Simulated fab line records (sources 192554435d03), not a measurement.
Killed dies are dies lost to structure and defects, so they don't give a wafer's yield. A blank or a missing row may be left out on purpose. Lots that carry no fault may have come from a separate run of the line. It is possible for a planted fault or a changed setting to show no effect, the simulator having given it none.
fab line records	flow n5_finfet
[record] lots = 7	wafers = 39
route steps=1938 shown ZERO_LAYER@4 SD_EPI_N@278 MOL_CONTACT_COAG@584 BEOL_M0_SAQP@636 BEOL_M3@980 BEOL_M5@1191 BEOL_M7@1329 BEOL_M11@1575
start_h: hours from the record's opening day to when the first of the lot's shown wafers began	wait_h: hours elapsed since this lot's preceding step	" unchanged from the row above	L1.1+2: one row covering several wafers at once	- value missing, or start not given	* or withheld: withheld	< > ~ a bound
route shown NAME@n: names a module that has steps shown in the file, with the first one's number in the route	usual: mean/standard deviation taken from wafers without a fault	same: alike in all rows	chamber/n: place in a boat	sites: readings site by site	_std_site: their standard deviation	_edge_site: outer sites' mean less inner sites'	radius_mm: how far each site lies from the wafer's centre	mask NAME#n: copy n	behind: the tool/chamber that last shaped the wafer	hold: reason for holding the lot/hours on hold/outcome of the hold	device: names the non-switching transistor (n, p or np)	end of line: the tests these same wafers got at the end of their route	for a step that has no rows: nothing shown but its recipe	killed: the dies lost at the first sort to structure and to defects; this is not the yield of the wafer	map: a wafer's dies, marking killed ones x, the rest . and places with no die _
set.NAME: the setting the step ran with; set.NAME@STEP: the setting that earlier step ran with	model.NAME: the simulator's own value behind a step, which no gauge read
one table per step and one row per wafer, for lots whose settings were changed on purpose
[[steps]]
[step N5_ZERO_LAYER_PECVD_02]
[recipe] material = SiO2	target_thk_a = 100	temp_c = 400	precursor = SiH4/N2O	pressure_torr = 0.75	rf_w = 275	time_s = 6
lot.wafer	tool	chamber	start_h	wait_h	set.time_s	model.SiO2_of_ZERO_LAYER_PECVD_02.thk_nm
L080.1	pecvd-04	1	48.28	0.0	6	9.932
L080.2	"	0	"	"	6	9.977
L080.3	"	2	"	"	6	10.1
L080.4	"	0	"	"	6	10.11
L080.5	"	1	"	"	6	10.03
L080.6	"	2	"	"	6	10.07
L081.1	pecvd-02	1	54.29	0.0	6	9.953
L081.2	"	2	"	"	4.987	8.208
L081.3	"	0	"	"	4.987	8.013
L081.4	"	1	"	"	6	10.08
L081.5	"	0	"	"	4.987	8.045
L081.6	"	2	"	"	6	9.924
L083.1	pecvd-04	1	66.28	0.0	6	9.785
L083.2	"	0	"	"	8.745	14.4
L083.3	"	2	"	"	6	9.845
L083.4	"	2	"	"	8.745	14.55
L083.5	"	1	"	"	8.745	14.57
L083.6	"	0	"	"	6	10.06
L086.2	pecvd-02	1	84.28	0.0	6	9.608
L086.3	"	0	"	"	6	9.605
L086.5	"	0	"	"	6	9.678
L089.1	pecvd-02	2	102.28	0.0	6.987	11.5
L089.2	"	0	"	"	6	9.649
L089.3	"	1	"	"	6.987	11.45
L089.4	"	2	"	"	6	9.944
L089.5	"	1	"	"	6.987	11.56
L089.6	"	0	"	"	6	9.794
L091.1	pecvd-02	0	114.28	0.0	3.507	5.382
L091.2	"	2	"	"	6	9.812
L091.3	"	1	"	"	3.507	5.521
L091.4	"	2	"	"	6	9.922
L091.5	"	1	"	"	6	9.988
L091.6	"	0	"	"	3.507	5.558
L096.1	pecvd-02	0	144.28	0.0	6	9.744
L096.2	"	1	"	"	3.008	4.67
L096.3	"	2	"	"	6	9.856
L096.4	"	0	"	"	6	9.688
L096.5	"	2	"	"	3.008	4.943
L096.6	"	1	"	"	3.008	4.781
[step N5_SD_EPI_N_ETCH_45]
[recipe] chemistry = CH3F/O2	target = SiOCN	target_depth_a = 60	mask_material = SOC	ion_energy_ev = 60	bias_w = 29	pressure_mtorr = 15	source_w = 410	Ar_flow_sccm = 150	CH3F_flow_sccm = 30	O2_flow_sccm = 20
lot.wafer	tool	chamber	start_h	wait_h	set.target_depth_a	model.etch.depth_nm
L080.1	rie_diel-06	1	85.74	0.1	60	6.053
L080.2	"	0	"	"	60	6.028
L080.3	"	3	"	"	24.84	2.694
L080.4	"	0	"	"	60	6.074
L080.5	"	1	"	"	24.84	2.507
L080.6	"	3	"	"	24.84	2.69
L081.1	rie_diel-03	3	90.78	0.1	60	6.127
L081.2	"	2	"	"	60	6.001
L081.3	"	1	"	"	60	5.807
L081.4	"	0	"	"	60	5.867
L081.5	"	2	"	"	60	6.018
L081.6	"	3	"	"	60	6.102
L083.1	rie_diel-03	0	103.51	0.1	60	5.877
L083.2	"	2	"	"	69.7	7.028
L083.3	"	3	"	"	60	6.153
L083.4	"	0	"	"	69.7	6.79
L083.5	"	2	"	"	60	6.061
L083.6	"	3	"	"	69.7	7.123
L086.2	rie_diel-02	0	125.05	0.1	60	6.148
L086.3	"	3	"	"	60	6.046
L086.5	"	1	"	"	60	6
L089.1	rie_diel-02	1	138.99	0.1	60	6.021
L089.2	"	2	"	"	60	5.97
L089.3	"	3	"	"	60	6.103
L089.4	"	0	"	"	60	6.214
L089.5	"	3	"	"	60	6.074
L089.6	"	0	"	"	60	6.15
L091.1	rie_diel-03	0	153.20	0.1	60	5.859
L091.2	"	3	"	"	73.11	7.437
L091.3	"	2	"	"	60	6
L091.4	"	1	"	"	60	6.069
L091.5	"	0	"	"	73.11	7.225
L091.6	"	1	"	"	73.11	7.434
L096.1	rie_diel-06	0	181.72	0.1	60	6.026
L096.2	"	3	"	"	41.2	4.395
L096.3	"	2	"	"	41.2	4.245
L096.4	"	1	"	"	41.2	4.141
L096.5	"	1	"	"	60	6.046
L096.6	"	2	"	"	60	6.188
[step N5_MOL_CONTACT_COAG_ETCHBACK_135]
[recipe] chemistry = CHF3	target = SiO2	target_depth_a = 250	time_s = 16.7	ion_energy_ev = 200	pressure_mtorr = 30	source_w = 610	bias_w = 170	Ar_flow_sccm = 200	CHF3_flow_sccm = 50
lot.wafer	tool	chamber	start_h	wait_h	set.time_s	model.SOC_of_MOL_CONTACT_COAG_COAT_75.thk_nm
L080.1+2+5	rie_diel-06	2,1,0	135.48	0.0	11.9	58
L080.3	"	0	"	"	16.7	57.2
L080.4	"	1	"	"	16.7	57.4
L080.6	"	2	"	"	16.7	57
L081.1+5	rie_diel-06	1,0	140.21	0.0	22.5	56.6
L081.2+6	"	2,1	"	"	16.7	57.6
L081.3	"	0	"	"	16.7	57.4
L081.4	"	2	"	"	22.5	56.8
L083.1	rie_diel-03	3	150.11	0.0	7.95	58.8
L083.2+3	"	2,0	"	"	16.7	57.4
L083.4	"	1	"	"	7.95	58.6
L083.5	"	1	"	"	7.95	58.4
L083.6	"	2	"	"	16.7	57.2
L086.2+3	rie_diel-02	1,3	171.41	0.0	16.7	57.4
L086.5	"	3	"	"	16.7	57.2
L089.1+5	rie_diel-03	3	191.72	0.0	21.61	56.6
L089.2	"	0	"	"	16.7	57.6
L089.3+4	"	2,0	"	"	16.7	57.4
L089.6	"	2	"	"	21.61	56.8
L091.1	rie_diel-03	0	203.65	0.0	16.7	57.6
L091.2+6	"	2	"	"	23.18	56.6
L091.3	"	3	"	"	16.7	57.8
L091.4	"	3	"	"	23.18	56.8
L091.5	"	0	"	"	16.7	58
L096.1	rie_diel-03	3	230.06	0.0	26.46	56
L096.2	"	0	"	"	26.46	56.2
L096.3+4+6	"	1,2,3	"	"	16.7	57.4
L096.5	"	0	"	"	26.46	55.8
[step N5_BEOL_M0_SAQP_PECVD_96]
[recipe] material = a-Si	target_thk_a = 450	temp_c = 350	precursor = SiH4/He	pressure_torr = 3	rf_w = 100	time_s = 45.2
lot.wafer	tool	chamber	start_h	wait_h	set.time_s	model.a-Si_of_BEOL_M0_SAQP_PECVD_96.thk_nm
L080.1	pecvd-01	2	143.44	0.0	26.32	25.8
L080.2	"	0	"	"	45.2	44.6
L080.3	"	1	"	"	26.32	25
L080.4	"	2	"	"	26.32	26.2
L080.5	"	1	"	"	45.2	44.4
L080.6	"	0	"	"	45.2	45.4
L081.1	pecvd-03	0	149.32	0.0	45.2	45
L081.2	"	1	"	"	45.2	44.8
L081.3	"	2	"	"	27.92	27.6
L081.4	"	1	"	"	45.2	45.6
L081.5	"	2	"	"	27.92	28.4
L081.6	"	0	"	"	27.92	28.2
L083.1	pecvd-04	2	156.55	0.0	45.2	44.4
L083.2+3	"	1,0	"	"	37.12	37.2
L083.4	"	0	"	"	45.2	46.2
L083.5	"	2	"	"	37.12	37.4
L083.6	"	1	"	"	45.2	45.2
L086.2	pecvd-04	2	181.33	0.0	45.2	44.4
L086.3	"	0	"	"	45.2	45.2
L086.5	"	2	"	"	45.2	46
L089.1	pecvd-01	0	199.09	0.0	19.79	19.6
L089.2	"	1	"	"	45.2	44.2
L089.3	"	2	"	"	19.79	20.4
L089.4	"	1	"	"	19.79	19
L089.5	"	0	"	"	45.2	45
L089.6	"	2	"	"	45.2	45.6
L091.1	pecvd-01	2	212.10	0.0	24.68	24.2
L091.2	"	1	"	"	24.68	22.6
L091.3	"	0	"	"	45.2	43.8
L091.4	"	2	"	"	24.68	24.4
L091.5	"	0	"	"	45.2	44.8
L091.6	"	1	"	"	45.2	43.6
L096.1+3	pecvd-01	2,0	238.15	0.0	45.2	44.6
L096.2	"	1	"	"	25.15	23.8
L096.4	"	1	"	"	25.15	24.6
L096.5	"	0	"	"	45.2	45.4
L096.6	"	2	"	"	25.15	25.4
[step N5_BEOL_M0_SAQP_PECVD_97]
[recipe] material = SiNx	target_thk_a = 230	temp_c = 350	precursor = SiH4/NH3/N2	pressure_torr = 1.5	rf_w = 300	time_s = 19.9
[step N5_BEOL_M0_SAQP_PECVD_04]
[recipe] material = a-Si	target_thk_a = 600	temp_c = 350	precursor = SiH4/He	pressure_torr = 3	rf_w = 100	time_s = 60.2
[step N5_BEOL_M0_SAQP_ETCH_101]
[recipe] chemistry = CH3F/O2	target = SiNx	mask_material = SiO2	target_depth_a = 299	time_s = 42.7	pressure_mtorr = 30	source_w = 395	bias_w = 73	Ar_flow_sccm = 150	CH3F_flow_sccm = 30	O2_flow_sccm = 20	ion_energy_ev = 120
[step N5_BEOL_M0_SAQP_ETCH_102]
[recipe] chemistry = CF4	target = SiO2	target_depth_a = 40	ion_energy_ev = 350	time_s = 4.4	pressure_mtorr = 10	icp_w = 800	bias_w = 400	cf4_flow_sccm = 80
[step N5_BEOL_M0_SAQP_MANDREL_ETCH_103]
[recipe] chemistry = HBr/Cl2	target = a-Si	target_depth_a = 450	bt_time_s = 10	stop_on = SiCN	mask_material = SiO2	over_etch_frac = 0.8	time_s = 27	pressure_mtorr = 10	icp_w = 800	bias_w = 75	HBr_flow_sccm = 150	Cl2_flow_sccm = 80	ends = end_point
[usual] oes_product_au = 0.685/0.0095
lot.wafer	tool	chamber	start_h	wait_h	set.time_s@BEOL_M0_SAQP_PECVD_96	oes_product_au	model.etch.depth_nm
L080.1	rie_si-01	2	145.99	0.0	26.32	0.509	25.76
L080.2	"	3	"	"	45.2	0.681	44.55
L080.3	"	0	"	"	26.32	0.514	25.01
L080.4	"	1	"	"	26.32	0.524	26.28
L080.5	"	2	"	"	45.2	0.676	44.36
L080.6	"	3	"	"	45.2	0.706	45.48
L081.1	rie_si-03	0	151.84	0.0	45.2	0.686	45.02
L081.2	"	3	"	"	45.2	0.682	44.72
L081.3	"	1	"	"	27.92	0.533	27.52
L081.4	"	2	"	"	45.2	0.701	45.64
L081.5	"	1	"	"	27.92	0.538	28.46
L081.6	"	0	"	"	27.92	0.538	28.21
L083.1	rie_si-01	2	159.22	0.0	45.2	0.675	44.42
L083.2	"	3	"	"	37.12	0.623	37.19
L083.3	"	0	"	"	37.12	0.603	37.24
L083.4	"	1	"	"	45.2	0.697	46.21
L083.5	"	0	"	"	37.12	0.609	37.5
L083.6	"	3	"	"	45.2	0.698	45.15
L086.2	rie_si-01	1	183.88	0.0	45.2	0.680	44.34
L086.3	"	3	"	"	45.2	0.696	45.23
L086.5	"	1	"	"	45.2	0.698	46.09
L089.1	rie_si-01	0	201.87	0.0	19.79	0.458	19.57
L089.2	"	1	"	"	45.2	0.684	44.18
L089.3	"	3	"	"	19.79	0.480	20.33
L089.4	"	2	"	"	19.79	0.452	19.05
L089.5	"	3	"	"	45.2	0.693	44.96
L089.6	"	0	"	"	45.2	0.676	45.64
L091.1	rie_si-03	1	214.60	0.0	24.68	0.503	24.12
L091.2	"	2	"	"	24.68	0.495	22.5
L091.3	"	0	"	"	45.2	0.677	43.87
L091.4	"	3	"	"	24.68	0.503	24.38
L091.5	"	1	"	"	45.2	0.680	44.79
L091.6	"	0	"	"	45.2	0.664	43.57
L096.1	rie_si-03	3	241.37	0.0	45.2	0.678	44.6
L096.2	"	1	"	"	25.15	0.496	23.9
L096.3	"	2	"	"	45.2	0.696	44.58
L096.4	"	0	"	"	25.15	0.510	24.6
L096.5	"	0	"	"	45.2	0.695	45.41
L096.6	"	3	"	"	25.15	0.510	25.45
[step N5_BEOL_M3_TRENCH_ETCH_37]
[recipe] chemistry = C4F6/O2	target_depth_a = 555.55	target = SiOC	time_s = 29.2	ion_energy_ev = 250	pressure_mtorr = 30	source_w = 355	bias_w = 185	Ar_flow_sccm = 300	C4F6_flow_sccm = 10	O2_flow_sccm = 10
lot.wafer	tool	chamber	start_h	wait_h	set.target_depth_a	model.BEOL_M3.feature_depth_nm	model.etch.depth_nm	model.TiN_of_BEOL_M3_HM_DEP_02.thk_nm
L080.1	rie_diel-01	3	-	-	886.3	92.4	92.32	16.4
L080.2	"	0	"	"	555.55	55.2	55.29	17.6
L080.3	"	2	"	"	886.3	89.2	89.22	16.2
L080.4	"	1	"	"	555.55	57	57.06	18
L080.5	"	3	"	"	886.3	92.6	92.54	16.4
L080.6	"	2	"	"	555.55	56.4	56.48	18
L081.1	rie_diel-01	3	-	-	877.7	91.4	91.37	16.2
L081.2	"	2	"	"	555.55	55.4	55.38	17.8
L081.3	"	0	"	"	877.7	87	86.92	16.8
L081.4	"	1	"	"	555.55	56.6	56.6	17.4
L081.5	"	0	"	"	877.7	87.4	87.46	16.2
L081.6	"	3	"	"	555.55	57.8	57.76	17.6
L083.1	rie_diel-01	2	-	-	858.7	85.8	85.89	16.4
L083.2	"	1	"	"	555.55	57	57.05	17.4
L083.3	"	3	"	"	858.7	88.6	88.56	16.2
L083.4	"	0	"	"	555.55	54.8	54.88	17.6
L083.5	"	2	"	"	555.55	55.4	55.3	17.6
L083.6	"	3	"	"	858.7	89.6	89.5	16.2
L086.2	rie_diel-01	3	-	-	555.55	58.4	58.45	17.2
L086.3	"	1	"	"	555.55	56.8	56.82	17.2
L086.5	"	2	"	"	555.55	56.2	56.19	17.4
L089.1	rie_diel-04	3	-	-	555.55	56.8	56.82	17.4
L089.2	"	2	"	"	555.55	54.8	54.75	17.2
L089.3	"	1	"	"	555.55	54.8	54.73	17.2
L089.4	"	3	"	"	555.55	57.2	57.19	17.2
L089.5	"	2	"	"	555.55	55.2	55.2	17.4
L089.6	"	1	"	"	555.55	54.2	54.26	17.4
L091.1	rie_diel-01	3	-	-	698.3	73	72.92	17
L091.2	"	1	"	"	698.3	71.4	71.39	17
L091.3	"	0	"	"	555.55	55.2	55.26	17.8
L091.4	"	2	"	"	555.55	56	56.01	17.8
L091.5	"	2	"	"	698.3	70	70.06	17.2
L091.6	"	1	"	"	555.55	57.4	57.31	17.8
L096.1	rie_diel-01	0	-	-	821	81.6	81.53	16.6
L096.2	"	2	"	"	555.55	55.4	55.44	17.8
L096.3	"	3	"	"	821	86.2	86.12	16.2
L096.4	"	2	"	"	555.55	55.4	55.41	17.8
L096.5	"	3	"	"	555.55	58	58	17.4
L096.6	"	0	"	"	821	82	81.97	16.8
[step N5_BEOL_M3_ETCH_41]
[recipe] chemistry = CH3F/O2	target = SiCN	target_depth_a = 299	taper_deg = 2	time_s = 52.5	ion_energy_ev = 120	mask_material = TiN	pressure_mtorr = 30	source_w = 395	bias_w = 75	Ar_flow_sccm = 150	CH3F_flow_sccm = 30	O2_flow_sccm = 20
[step N5_BEOL_M3_STRIP_97]
[recipe] chemistry = N2/H2	time_s = 10	power_w = 450	temp_c = 40	pressure_mtorr = 20	rf_frequency_hz = 6e+07	bias_power_w = 7	n2_flow_sccm = 200	h2_flow_sccm = 200
[step N5_BEOL_M3_OCD_MEAS_38]
[usual] trench_depth_nm = 55.8/1.2
lot.wafer	tool	chamber	start_h	wait_h	set.target_depth_a@BEOL_M3_TRENCH_ETCH_37	trench_depth_nm
L080.1	ocd-02	-	191.99	-	886.3	92.4
L080.2	"	-	"	"	555.55	55.1
L080.3	"	-	"	"	886.3	89.1
L080.4	"	-	"	"	555.55	57.0
L080.5	"	-	"	"	886.3	92.7
L080.6	"	-	"	"	555.55	56.4
L081.1	ocd-01	-	195.20	-	877.7	91.4
L081.2	"	-	"	"	555.55	55.6
L081.3	"	-	"	"	877.7	86.4
L081.4	"	-	"	"	555.55	56.1
L081.5	"	-	"	"	877.7	87.6
L081.6	"	-	"	"	555.55	57.8
L083.1	ocd-01	-	216.81	-	858.7	86.3
L083.2	"	-	"	"	555.55	56.6
L083.3	"	-	"	"	858.7	88.9
L083.4	"	-	"	"	555.55	54.8
L083.5	"	-	"	"	555.55	55.0
L083.6	"	-	"	"	858.7	89.6
L086.2	ocd-01	-	222.75	-	555.55	58.3
L086.3	"	-	"	"	555.55	56.5
L086.5	"	-	"	"	555.55	56.3
L089.1	ocd-02	-	255.46	-	555.55	57.0
L089.2	"	-	"	"	555.55	54.7
L089.3	"	-	"	"	555.55	54.6
L089.4	"	-	"	"	555.55	57.4
L089.5	"	-	"	"	555.55	55.0
L089.6	"	-	"	"	555.55	54.2
L091.1	ocd-02	-	258.60	-	698.3	72.5
L091.2	"	-	"	"	698.3	71.5
L091.3	"	-	"	"	555.55	55.2
L091.4	"	-	"	"	555.55	56.1
L091.5	"	-	"	"	698.3	70.1
L091.6	"	-	"	"	555.55	57.2
L096.1	ocd-01	-	288.60	-	821	81.6
L096.2	"	-	"	"	555.55	55.5
L096.3	"	-	"	"	821	86.1
L096.4	"	-	"	"	555.55	55.5
L096.5	"	-	"	"	555.55	58.5
L096.6	"	-	"	"	821	81.8
[step N5_BEOL_M5_DEP_56]
[recipe] material = SiCN	target_thk_a = 80	temp_c = withheld	precursor = 3MS/NH3	pressure_torr = 3	rf_w = 202	time_s = 14
lot.wafer	tool	chamber	start_h	wait_h	set.time_s	model.SiCN_of_BEOL_M5_DEP_56.thk_nm
L080.1	pecvd-01	0	219.65	0.0	19.18	10.6
L080.2+5	"	2,0	"	"	14	8
L080.3	"	2	"	"	14	8.2
L080.4+6	"	0,2	"	"	19.18	11
L081.1+4	pecvd-03	1	222.64	0.0	14	7.6
L081.2+3+5	"	2,0,0	"	"	14	7.8
L081.6	"	2	"	"	14	8
L083.1+2+3+6	pecvd-03	2,1,0,1	247.14	0.0	14	7.8
L083.4+5	"	2,0	"	"	14	8
L086.2+3+5	pecvd-01	0,1,0	253.31	0.0	14	7.8
L091.1+4+5	pecvd-03	0,1,0	289.05	0.0	10.49	6
L091.2+6	"	1,2	"	"	14	8
L091.3	"	2	"	"	14	7.8
L089.1+3	pecvd-01	2,0	290.51	0.0	16.49	9.4
L089.2+4+6	"	1,1,2	"	"	14	8
L089.5	"	0	"	"	16.49	9.6
L096.1+5	pecvd-02	1,2	319.04	0.0	14	7.8
L096.2+3+4	"	0,2,0	"	"	8.919	5
L096.6	"	1	"	"	14	8
[step N5_BEOL_M7_DEP_56]
[recipe] material = SiCN	target_thk_a = 100	temp_c = withheld	precursor = 3MS/NH3	pressure_torr = 3	rf_w = 202	time_s = 17.5
lot.wafer	tool	chamber	start_h	wait_h	set.time_s	model.SiCN_of_BEOL_M7_DEP_56.thk_nm
L080.1+3	pecvd-01	2,1	236.60	0.0	14.56	8.4
L080.2	"	0	"	"	14.56	8.6
L080.4	"	0	"	"	17.5	10.2
L080.5	"	2	"	"	17.5	10
L080.6	"	1	"	"	17.5	10.4
L081.1	pecvd-03	1	242.61	0.0	11.37	6.8
L081.2	"	2	"	"	17.5	10
L081.3+4	"	0	"	"	17.5	10.2
L081.5	"	2	"	"	11.37	6.6
L081.6	"	1	"	"	11.37	7
L083.1+2+3+4+6	pecvd-04	1,0,0,1,1	265.52	0.0	17.5	10.2
L083.5	"	0	"	"	17.5	10.4
L086.2+3	pecvd-01	2,0	269.10	0.0	17.5	10
L086.5	"	1	"	"	17.5	10.2
L091.1+5	pecvd-01	0	302.03	0.0	20.26	11.2
L091.2	"	2	"	"	17.5	10
L091.3	"	1	"	"	17.5	9.8
L091.4	"	1	"	"	17.5	10.2
L091.6	"	2	"	"	20.26	11.4
L089.1+6	pecvd-01	1,2	306.06	0.0	17.5	10.2
L089.2	"	2	"	"	21.3	11.8
L089.3	"	0	"	"	17.5	9.8
L089.4	"	1	"	"	21.3	12.6
L089.5	"	0	"	"	21.3	12.2
L096.1	pecvd-01	1	335.75	0.0	17.5	9.8
L096.2	"	0	"	"	17.5	9.6
L096.3+6	"	2	"	"	12.51	7
L096.4	"	1	"	"	17.5	10.2
L096.5	"	0	"	"	12.51	7.2
[step N5_BEOL_M11_VIA_ETCH_34]
[recipe] chemistry = C4F6/O2	target = SiCOH_lowk	target_depth_a = 1845	mask_material = SOC	taper_deg = 4	time_s = 69.2	ion_energy_ev = 250	pressure_mtorr = 30	source_w = 345	bias_w = 185	Ar_flow_sccm = 300	C4F6_flow_sccm = 10	O2_flow_sccm = 10
lot.wafer	tool	chamber	start_h	wait_h	set.time_s	model.etch.depth_nm	model.SOC_of_BEOL_M11_COAT_63.thk_nm
L080.1	rie_diel-05	1	260.96	0.0	69.2	177	92
L080.2	"	3	"	"	30.03	78.2	96.2
L080.3	"	2	"	"	30.03	79.41	96.6
L080.4	"	0	"	"	30.03	80.17	96.4
L080.5	"	0	"	"	69.2	184.6	92
L080.6	"	3	"	"	69.2	181.3	91.6
L081.1	rie_diel-05	3	268.05	0.0	69.2	184.5	92.4
L081.2	"	1	"	"	69.2	179.8	92.6
L081.3	"	2	"	"	69.2	186.4	92.8
L081.4	"	0	"	"	69.2	187.2	92.2
L081.5	"	3	"	"	69.2	186	92.2
L081.6	"	2	"	"	69.2	186.6	92.4
L083.1	rie_diel-04	3	295.36	0.0	69.2	191.5	91.8
L083.2	"	2	"	"	69.2	184.4	92.4
L083.3	"	0	"	"	69.2	185.8	92.4
L083.4	"	1	"	"	69.2	181.8	92
L083.5	"	2	"	"	69.2	182.6	92.2
L083.6	"	3	"	"	69.2	190.3	92.2
L086.2	rie_diel-05	0	299.36	0.0	69.2	186.5	92
L086.3	"	3	"	"	69.2	183.3	92
L086.5	"	0	"	"	69.2	185.1	91.8
L091.1	rie_diel-04	1	331.86	0.0	69.2	180.7	92.4
L091.2	"	2	"	"	28.98	76.42	96.8
L091.3	"	3	"	"	69.2	187.9	91.8
L091.4	"	0	"	"	28.98	77.28	97
L091.5	"	0	"	"	28.98	77.8	96.8
L091.6	"	3	"	"	69.2	188	92
L089.1	rie_diel-01	3	334.54	0.0	39.69	111.1	95.2
L089.2	"	1	"	"	69.2	189.6	92
L089.3	"	2	"	"	69.2	186.4	92
L089.4	"	0	"	"	69.2	187.2	91.8
L089.5	"	1	"	"	39.69	108.4	95.6
L089.6	"	2	"	"	39.69	105.4	95.4
L096.1	rie_diel-01	0	367.55	0.0	69.2	184.5	92.4
L096.2	"	1	"	"	69.2	187.8	92.4
L096.3	"	3	"	"	69.2	191.8	92
L096.4	"	2	"	"	69.2	185.1	92.4
L096.5	"	0	"	"	69.2	185.3	92.4
L096.6	"	3	"	"	69.2	191.1	92.2
[[key]]
[split] step = N5_ZERO_LAYER_PECVD_02	setting = time_s	stated = 6	by = wafer
[response] step = N5_ZERO_LAYER_PECVD_02	reading = model.SiO2_of_ZERO_LAYER_PECVD_02.thk_nm	change = +0.102	per = 1%	r = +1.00
[split] step = N5_SD_EPI_N_ETCH_45	setting = target_depth_a	stated = 60	by = wafer
[response] step = N5_SD_EPI_N_ETCH_45	reading = model.etch.depth_nm	change = +0.0589	per = 1%	r = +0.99
[split] step = N5_MOL_CONTACT_COAG_ETCHBACK_135	setting = time_s	stated = 16.7	by = wafer
[response] step = N5_MOL_CONTACT_COAG_ETCHBACK_135	reading = model.SOC_of_MOL_CONTACT_COAG_COAT_75.thk_nm	change = -0.0254	per = 1%	r = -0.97
[split] step = N5_BEOL_M0_SAQP_PECVD_96	setting = time_s	stated = 45.2	by = wafer
[response] step = N5_BEOL_M0_SAQP_PECVD_96	reading = model.a-Si_of_BEOL_M0_SAQP_PECVD_96.thk_nm	change = +0.451	per = 1%	r = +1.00
[response] step = N5_BEOL_M0_SAQP_MANDREL_ETCH_103	reading = oes_product_au	change = +0.00401	per = 1%	r = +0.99
[response] step = N5_BEOL_M0_SAQP_MANDREL_ETCH_103	reading = model.etch.depth_nm	change = +0.451	per = 1%	r = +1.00
[split] step = N5_BEOL_M3_TRENCH_ETCH_37	setting = target_depth_a	stated = 555.55	by = wafer
[response] step = N5_BEOL_M3_TRENCH_ETCH_37	reading = model.BEOL_M3.feature_depth_nm	change = +0.576	per = 1%	r = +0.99
[response] step = N5_BEOL_M3_TRENCH_ETCH_37	reading = model.etch.depth_nm	change = +0.575	per = 1%	r = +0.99
[response] step = N5_BEOL_M3_TRENCH_ETCH_37	reading = model.TiN_of_BEOL_M3_HM_DEP_02.thk_nm	change = -0.0236	per = 1%	r = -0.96
[response] step = N5_BEOL_M3_OCD_MEAS_38	reading = trench_depth_nm	change = +0.577	per = 1%	r = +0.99
[split] step = N5_BEOL_M5_DEP_56	setting = time_s	stated = 14	by = wafer
[response] step = N5_BEOL_M5_DEP_56	reading = model.SiCN_of_BEOL_M5_DEP_56.thk_nm	change = +0.0777	per = 1%	r = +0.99
[split] step = N5_BEOL_M7_DEP_56	setting = time_s	stated = 17.5	by = wafer
[response] step = N5_BEOL_M7_DEP_56	reading = model.SiCN_of_BEOL_M7_DEP_56.thk_nm	change = +0.096	per = 1%	r = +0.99
[split] step = N5_BEOL_M11_VIA_ETCH_34	setting = time_s	stated = 69.2	by = wafer
[response] step = N5_BEOL_M11_VIA_ETCH_34	reading = model.etch.depth_nm	change = +1.84	per = 1%	r = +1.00
[response] step = N5_BEOL_M11_VIA_ETCH_34	reading = model.SOC_of_BEOL_M11_COAT_63.thk_nm	change = -0.0814	per = 1%	r = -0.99
